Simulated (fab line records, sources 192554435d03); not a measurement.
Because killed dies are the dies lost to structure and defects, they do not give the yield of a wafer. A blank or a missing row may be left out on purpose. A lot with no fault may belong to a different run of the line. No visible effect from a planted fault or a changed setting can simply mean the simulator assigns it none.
fab line records	flow n5-finfet
[record] lots = 9	wafers = 23	last-day = 19
route steps=1938 shown BEOL_M3@948 BEOL_M4@1111 PASSIVATION@1936
lots that met no fault: taken from a fault-free run of the same line
start-h: hours from the record's opening day to when the first of the lot's shown wafers began	wait-h: how many hours have passed since the lot's step before this one	" repeats the value in the row above	L1.1+2: a single row standing in for several wafers	- no value present, or no start provided	* or withheld: withheld	< > ~ a bound
route shown NAME@n: NAME is a module with steps in the file, n the number in the route of the first one	usual: mean and standard deviation over wafers with no fault	same: alike in all rows	chamber/n: place in a boat	sites: readings site by site	_std_site: standard deviation across them	_edge_site: inner sites' mean taken away from outer sites' mean	radius-mm: how far each site lies from the wafer's centre	mask NAME#n: copy n	behind: tool/chamber where the wafer was last shaped	hold: why the lot went on hold/how many hours it stayed there/how the hold came to an end	device: whichever transistor did not switch (one of n, p or np)	end of line: tests run on the same wafers once the route is complete	for a step that has no rows: nothing shown but its recipe	killed: at the first sort, the dies lost to defects and structure; wafer yield is something else	map: per-die view of a wafer (x killed, . not killed, _ where there is no die)
set.NAME: the setting the step ran with; set.NAME@STEP: the setting that earlier step ran with	model.NAME: the simulator's own value behind a step, which no gauge read
steps of the route over a sample of lots; a table a step, a row a wafer
services: when a tool's chamber went out of use (start-h, in hours from the record's first day, below 0 if earlier), for how many hours, and the reason
[[steps]]
[step N5_BEOL_M3_ETCH_74]
[recipe] chemistry = N2/H2	target = underlayer	target-depth-a = 65	mask-material = CAR-EUV	time-s = 5.2	ion-energy-ev = 200	pressure-mtorr = 30	source-w = 840	bias-w = 150	n2-flow-sccm = 200	h2-flow-sccm = 200	ends = cleared
[usual] drypump-motor-current-A = 5.8/0.32	etch-rf-on-time-s = 5.21/0.21	h2-flow-sccm = 199.9/0.63	oes-product-au = 0.67/0.07	rf-vpp-V = 523.0/2.6	showerhead-plenum-p-Torr = 2.51/0.087	throttle-valve-pct = 17.90/0.21
lot.wafer	tool	chamber	start-h	wait-h	drypump-motor-current-A	etch-rf-on-time-s	h2-flow-sccm	oes-product-au	rf-hours-counter-h	rf-vpp-V	showerhead-plenum-p-Torr	throttle-valve-pct
L185.2	rie-diel-05	2	151.99	0.0	5.3	5.60	200.1	0.60	186	524.0	2.49	17.66
L185.3	"	0	"	"	5.5	5.06	200.2	0.85	5	527.0	2.62	18.10
L185.5	"	1	"	"	5.8	5.04	201.5	0.65	-	527.7	2.66	17.79
L187.1	rie-diel-05	1	166.19	0.0	5.8	5.05	199.3	0.65	154	526.7	2.65	17.78
L187.2	"	3	"	"	6.0	5.37	200.3	0.70	63	525.2	2.60	18.16
L187.6	"	3	"	"	6.0	5.39	199.7	0.70	-	525.4	2.60	18.16
L191.1	rie-diel-05	0	180.33	0.0	5.5	5.10	199.0	0.82	13	527.0	2.62	18.11
L191.6	"	2	"	"	5.3	5.70	199.9	0.58	-	525.4	2.49	17.66
L192.4	rie-diel-03	3	182.85	0.0	5.7	5.36	201.0	0.64	172	521.3	2.44	18.12
L192.6	"	0	"	"	6.4	5.27	201.1	0.77	-	523.6	2.48	17.60
L190.1	rie-diel-03	0	190.09	0.0	6.4	5.28	199.6	0.78	11	525.1	2.48	17.60
L190.6	"	3	"	"	5.7	5.28	199.6	0.63	-	521.0	2.44	18.15
L193.2	rie-diel-06	0	202.95	0.0	5.6	5.28	200.6	0.73	44	521.3	2.48	17.70
L193.4	"	3	"	"	5.9	4.99	200.4	0.66	-	519.8	2.42	17.69
L193.5	"	1	"	"	5.6	5.23	198.9	0.64	-	520.6	2.44	18.02
L197.1	rie-diel-03	0	221.59	0.0	6.4	5.38	199.8	0.75	23	521.0	2.47	17.62
L197.6	"	0	"	"	6.4	5.32	200.7	0.77	-	523.1	2.47	17.63
L200.1	rie-diel-03	0	247.33	0.0	6.4	5.35	199.6	0.74	31	523.2	2.47	17.64
L200.2	"	2	"	"	6.0	5.04	199.9	0.59	222	522.7	2.41	17.83
L200.6	"	2	"	"	6.0	4.98	199.6	0.59	-	519.6	2.41	17.82
L203.1	rie-diel-06	0	265.79	0.0	5.6	5.34	199.9	0.70	65	520.2	2.47	17.72
L203.3	"	2	"	"	5.3	5.02	199.1	0.82	15	530.5	2.74	17.90
L203.4	"	3	"	"	5.9	4.88	200.4	0.66	161	521.3	2.42	17.73
[step N5_BEOL_M3_ETCH_63]
[recipe] chemistry = CF4	target = SiARC	target-depth-a = 156	mask-material = CAR-EUV	time-s = 26	ion-energy-ev = 80	pressure-mtorr = 40	source-w = 545	bias-w = 36	Ar_flow_sccm = 100	cf4-flow-sccm = 100	ends = cleared
[usual] drypump-motor-current-A = 5.8/0.32	etch-rf-on-time-s = 25.9/1.1	oes-product-au = 0.67/0.069	rf-vpp-V = 183.7/1.2	showerhead-plenum-p-Torr = 2.12/0.067	throttle-valve-pct = 15.67/0.19
lot.wafer	tool	chamber	start-h	wait-h	drypump-motor-current-A	etch-rf-on-time-s	oes-product-au	rf-hours-counter-h	rf-vpp-V	showerhead-plenum-p-Torr	throttle-valve-pct
L185.2	rie-diel-05	2	152.01	0.0	5.3	28.1	0.60	186	183.4	2.15	15.80
L185.3	"	0	"	"	5.5	25.1	0.85	5	184.3	2.19	15.77
L185.5	"	1	"	"	5.8	25.2	0.66	-	184.3	2.23	15.62
L187.1	rie-diel-05	1	166.21	0.0	5.7	24.9	0.66	154	184.1	2.23	15.63
L187.2	"	3	"	"	5.9	26.4	0.70	63	184.3	2.19	15.79
L187.6	"	3	"	"	5.9	26.6	0.71	-	184.7	2.19	15.79
L191.1	rie-diel-05	0	180.35	0.0	5.5	25.1	0.83	13	184.1	2.19	15.78
L191.6	"	2	"	"	5.3	28.3	0.59	-	184.3	2.15	15.82
L192.4	rie-diel-03	3	182.86	0.0	5.7	26.4	0.65	172	183.7	2.06	15.90
L192.6	"	0	"	"	6.4	26.5	0.78	-	183.1	2.09	15.33
L190.1	rie-diel-03	0	190.11	0.0	6.4	26.3	0.78	11	183.2	2.09	15.34
L190.6	"	3	"	"	5.7	26.1	0.65	-	182.2	2.06	15.89
L193.2	rie-diel-06	0	202.97	0.0	5.6	26.8	0.74	44	183.8	2.09	15.28
L193.4	"	3	"	"	5.9	24.9	0.67	-	183.5	2.05	15.55
L193.5	"	1	"	"	5.6	25.7	0.64	-	181.9	2.05	15.65
L197.1	rie-diel-03	0	221.60	0.0	6.4	26.5	0.76	23	184.1	2.09	15.37
L197.6	"	0	"	"	6.4	26.7	0.75	-	182.1	2.09	15.35
L200.1	rie-diel-03	0	247.34	0.0	6.4	26.5	0.74	31	183.2	2.08	15.39
L200.2	"	2	"	"	6.0	25.1	0.59	222	182.3	2.04	15.70
L200.6	"	2	"	"	6.1	25.0	0.59	-	182.8	2.04	15.68
L203.1	rie-diel-06	0	265.81	0.0	5.6	26.7	0.71	65	183.4	2.08	15.34
L203.3	"	2	"	"	5.3	25.2	0.80	15	185.6	2.29	15.49
L203.4	"	3	"	"	5.9	24.5	0.67	161	183.7	2.05	15.55
[step N5_BEOL_M3_ETCH_77]
[recipe] chemistry = N2/H2	target = underlayer	target-depth-a = 65	mask-material = CAR-EUV	time-s = 5.2	ion-energy-ev = 200	pressure-mtorr = 30	source-w = 840	bias-w = 150	n2-flow-sccm = 200	h2-flow-sccm = 200	ends = cleared
[usual] drypump-motor-current-A = 5.8/0.31	etch-rf-on-time-s = 5.18/0.19	h2-flow-sccm = 200.2/0.62	oes-product-au = 0.68/0.073	rf-vpp-V = 523.0/2.7	showerhead-plenum-p-Torr = 2.51/0.091	throttle-valve-pct = 17.90/0.2
lot.wafer	tool	chamber	start-h	wait-h	drypump-motor-current-A	etch-rf-on-time-s	h2-flow-sccm	oes-product-au	rf-hours-counter-h	rf-vpp-V	showerhead-plenum-p-Torr	throttle-valve-pct
L185.2	rie-diel-03	0	152.86	0.0	6.4	5.19	200.7	0.85	0	523.8	2.48	17.57
L185.3	"	2	"	"	6.1	5.10	199.5	0.61	192	521.1	2.42	17.76
L185.5	"	0	"	"	6.4	5.21	200.1	0.84	-	525.1	2.48	17.57
L187.1	rie-diel-05	3	167.25	0.0	6.0	5.30	199.7	0.72	63	525.9	2.60	18.16
L187.2	"	2	"	"	5.3	5.70	200.9	0.59	190	523.0	2.49	17.64
L187.6	"	3	"	"	6.0	5.40	201.1	0.70	-	526.4	2.60	18.14
L191.1	rie-diel-05	2	181.20	0.0	5.3	5.72	201.5	0.59	193	525.3	2.49	17.68
L191.6	"	2	"	"	5.3	5.70	200.7	0.59	-	524.2	2.49	17.70
L192.4	rie-diel-03	1	183.72	0.0	6.0	5.07	199.9	0.66	140	524.3	2.56	17.98
L192.6	"	3	"	"	5.7	5.37	200.2	0.65	-	521.2	2.44	18.14
L190.1	rie-diel-06	1	190.97	0.0	5.7	5.22	199.1	0.64	169	521.7	2.45	18.01
L190.6	"	0	"	"	5.6	5.34	198.8	0.74	-	519.9	2.48	17.68
L193.2	rie-diel-03	2	203.98	0.0	6.0	5.02	199.7	0.60	208	519.7	2.42	17.80
L193.4	"	0	"	"	6.4	5.28	200.8	0.77	16	521.9	2.48	17.58
L193.5	"	3	"	"	5.7	5.27	200.5	0.64	-	522.9	2.44	18.15
L197.1	rie-diel-06	2	222.91	0.0	5.3	4.99	200.1	0.85	3	529.6	2.75	17.89
L197.6	"	2	"	"	5.3	5.00	199.5	0.85	-	530.3	2.75	17.89
L200.1	rie-diel-06	3	248.33	0.0	5.9	4.72	220.0	0.67	154	520.8	2.48	18.34
L200.2	"	0	"	"	5.6	5.16	220.0	0.73	58	521.5	2.53	18.39
L200.6	"	2	"	"	5.3	4.86	220.6	0.83	-	529.5	2.81	18.55
L203.1	rie-diel-06	1	266.66	0.0	5.6	5.05	220.7	0.64	196	520.7	2.49	18.71
L203.3	"	2	"	"	5.4	4.91	220.0	0.82	15	525.5	2.81	18.57
L203.4	"	3	"	"	5.9	4.78	219.9	0.67	161	521.3	2.48	18.37
[step N5_BEOL_M3_VIA_ETCH_34]
[recipe] chemistry = C4F6/O2	target-depth-a = 694	mask-material = SOC	pressure-mtorr = 15	ion-energy-ev = 250	taper-deg = 4	time-s = 65.9	source-w = 350	bias-w = 170	Ar_flow_sccm = 300	C4F6_flow_sccm = 10	O2_flow_sccm = 10
[usual] drypump-motor-current-A = 5.77/0.3	oes-product-au = 0.79/0.081	rf-vpp-V = 664/15	showerhead-plenum-p-Torr = 2.79/0.1	throttle-valve-pct = 30.7/0.35
lot.wafer	tool	chamber	start-h	wait-h	drypump-motor-current-A	oes-product-au	rf-hours-counter-h	rf-vpp-V	showerhead-plenum-p-Torr	throttle-valve-pct
L185.2	rie-diel-05	1	159.92	0.0	5.80	0.75	153	685	2.92	30.4
L185.3	"	2	"	"	5.33	0.71	188	662	2.87	31.2
L185.5	"	0	"	"	5.48	0.99	-	667	2.90	31.0
L187.1	rie-diel-05	1	168.29	0.0	5.80	0.76	155	686	2.92	30.5
L187.2	"	2	"	"	5.33	0.70	190	661	2.87	31.2
L187.6	"	2	"	"	5.32	0.71	-	661	2.87	31.2
L191.1	rie-diel-06	3	193.09	0.0	5.84	0.78	137	670	2.71	30.5
L191.6	"	1	"	"	5.66	0.74	-	645	2.68	30.2
L192.4	rie-diel-05	1	197.62	0.0	5.78	0.76	164	686	2.92	30.5
L192.6	"	2	"	"	5.33	0.70	-	662	2.86	31.2
L190.1	rie-diel-06	0	198.57	0.0	5.55	0.87	42	672	2.75	30.6
L190.6	"	3	"	"	5.88	0.78	-	669	2.71	30.5
L193.2	rie-diel-03	0	217.18	0.0	6.39	0.89	21	682	2.77	30.5
L193.4	"	1	"	"	5.96	0.78	-	652	2.83	30.5
L193.5	"	0	"	"	6.37	0.89	-	681	2.77	30.5
L197.1	rie-diel-06	1	230.16	0.0	5.64	0.75	181	645	2.67	30.2
L197.6	"	2	"	"	5.34	0.98	-	681	3.06	30.9
L200.1	rie-diel-06	0	251.44	0.0	5.55	0.83	59	670	2.74	30.6
L200.2	"	2	"	"	5.37	0.95	9	679	3.05	30.9
L200.6	"	2	"	"	5.33	0.96	-	679	3.05	30.9
L203.1	rie-diel-03	3	271.65	0.0	5.69	0.75	196	672	2.70	30.9
L203.3	"	1	"	"	5.98	0.75	169	650	2.82	30.5
L203.4	"	0	"	"	6.41	0.87	39	683	2.76	30.5
[step N5_BEOL_M4_RC_MEAS_101]
[usual] DIBL_N = 35.8/2.2	DIBL_P = 35.3/2.7	IOFF_N = 0.16/0.043	IOFF_P = 0.21/0.043	ION_N = 676/15	ION_P = 463/9.1	SS_N = 71.4/0.77	SS_P = 73.0/0.79	VT_N = 250/4	VT_P = -249.8/2.8
lot.wafer	tool	chamber	start-h	wait-h	DIBL_N[mV/V]	DIBL_P[mV/V]	IOFF_N[nA/um]	IOFF_P[nA/um]	ION_N[uA/um]	ION_P[uA/um]	SS_N[mV/dec]	SS_P[mV/dec]	VT_N[mV]	VT_P[mV]
L185.2	prober-02	0	176.18	0.2	37.7	39.0	0.19	0.24	689	474	70.9	72.4	242	-246.0
L185.3	"	0	"	"	40.3	41.7	0.25	0.30	708	481	71.5	73.9	240	-244.5
L185.5	"	0	"	"	35.7	37.3	0.17	0.22	694	478	70.7	72.3	244	-247.6
L187.1	prober-02	0	193.49	0.0	29.6	29.3	0.08	0.13	641	453	70.4	72.0	259	-254.3
L187.2	"	0	"	"	38.5	39.2	0.23	0.27	693	474	71.8	74.0	244	-245.1
L187.6	"	0	"	"	38.8	39.7	0.24	0.27	691	465	72.6	74.1	245	-245.0
L191.1	prober-01	0	212.31	0.0	35.9	37.5	0.16	0.20	672	460	71.6	73.0	249	-250.0
L191.6	"	0	"	"	36.5	38.6	0.16	0.23	661	454	71.9	73.5	250	-248.3
L192.4	prober-02	0	213.85	0.5	32.4	32.2	0.11	0.17	673	463	70.6	72.5	253	-250.5
L192.6	"	0	"	"	36.9	36.6	0.18	0.23	680	460	72.2	73.7	248	-249.3
L190.1	prober-02	0	216.24	0.0	37.4	36.2	0.17	0.24	681	474	71.5	73.3	251	-248.1
L190.6	"	0	"	"	38.7	38.2	0.19	0.28	695	475	72.6	73.8	247	-247.4
L193.2	prober-02	0	231.90	0.2	37.2	35.2	0.17	0.20	675	458	71.4	72.9	249	-251.0
L193.4	"	0	"	"	38.9	36.9	0.19	0.22	687	469	71.9	73.0	250	-249.8
L193.5	"	0	"	"	35.4	33.4	0.13	0.17	670	463	71.0	72.4	255	-253.7
L197.1	prober-01	0	247.59	0.0	36.4	36.0	0.16	0.19	690	464	70.8	73.7	249	-250.6
L197.6	"	0	"	"	38.4	38.3	0.21	0.23	670	450	72.7	73.3	245	-248.7
L200.1	prober-01	0	265.80	0.0	39.1	39.6	0.22	0.26	688	468	71.5	74.2	245	-250.3
L200.2	"	0	"	"	34.7	33.9	0.14	0.19	677	466	71.0	72.7	251	-252.1
L200.6	"	0	"	"	33.8	33.5	0.14	0.17	689	465	70.9	73.3	251	-254.2
L203.1	prober-02	0	293.45	0.0	34.2	33.5	0.12	0.18	666	460	70.2	72.3	255	-250.9
L203.3	"	0	"	"	33.0	34.1	0.13	0.19	670	469	70.6	72.6	249	-249.6
L203.4	"	0	"	"	39.0	40.5	0.24	0.30	702	486	71.8	74.1	244	-244.9
[step N5_PASSIVATION_PROBE_49]
[usual] defect-limited-yield = 91.1/1.4	killed_at_M0_to_M3 = 34/11	killed_at_M4_up = 14/5.6	killed-at-contacts = 13/5.9	killed-at-front-end = 40/11	killed-at-other = 4/3.1	killed-dies = 105/16	killed-open = 68/11	killed-short = 34/8.4	sort_bin_5_function = 5.2/0.86	sort_bin_6_memory = 3.2/0.7	sort_bin_8_speed = 0.1/1.1	sort-n-pass = 1074/21	sort-yield-pct = 91.0/1.8
[same] gross-dies = 1180	killed-at-back-side = 0	sort_bin_4_leakage[%] = 0
lot.wafer	tool	chamber	start-h	wait-h	defect-limited-yield[%]	killed_at_M0_to_M3	killed_at_M4_up	killed-at-contacts	killed-at-front-end	killed-at-other	killed-dies	killed-open	killed-short	sort_bin_5_function[%]	sort_bin_6_memory[%]	sort_bin_8_speed[%]	sort-n-pass	sort-yield-pct[%]
L197.6	prober-01	-	347.63	0.3	89.7	38	12	11	50	10	121	69	40	5.9	3.6	0	1059	89.7
// killed by level:class
L197.6 FIN_SAQP:geometric-particle:short=12 BEOL_M1:geometric-particle:open=10 MOL_CONTACT_COAG:geometric-particle:open=9 BEOL_M0_SAQP:geometric-particle:short=7 BEOL_M2:geometric-particle:open=6 STARTING-WAFER:geometric-particle:open=6 HKMG_FIN:area-etch=6 FIN_SAQP:geometric-particle:open=5
[[services]]
tool	chamber	start-h	hours	kind
rie-diel-03	1	154.43	5.8	repair
rie-diel-06	3	165.87	11.5	repair
rie-diel-06	2	182.28	6.3	repair
rie-diel-06	2	188.79	-	clean
rie-diel-06	2	188.79	-	consumable-replace:focus-ring
rie-diel-06	2	188.79	-	consumable-replace:showerhead
rie-diel-06	2	188.79	20.9	scheduled-down
rie-diel-06	2	188.79	20.9	vent-cycle
rie-diel-03	3	204.13	13.8	repair
rie-diel-06	-	216.83	4.3	pm
rie-diel-05	3	228.51	2.4	repair
rie-diel-06	2	235.86	5.7	repair
rie-diel-05	-	249.68	4.3	pm
[[key]]
[first-sign] step = N5_BEOL_M3_ETCH_77	reading = h2-flow-sccm	direction = up	sigmas = 33	usual = 200.2	struck = 220.2
[effect] step = N5_BEOL_M3_ETCH_77	reading = throttle-valve-pct	direction = up	sigmas = 3	usual = *	struck = *
met-at N5_BEOL_M3_ETCH_77
struck-lots L200,L203
not-acting-at N5_BEOL_M3_ETCH_74,N5_BEOL_M3_ETCH_63,N5_BEOL_M3_VIA_ETCH_34
onset-between 222.91 248.33
[fault] kind = process-parameter-drift	tool = rie-diel-06	chamber = -	onset-h = 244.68	steps = N5_BEOL_M3_ETCH_77	channel = h2-flow-sccm	offset = 20	shape = step	end-h = 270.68	acts-in = these-recipes-only	stated = 200
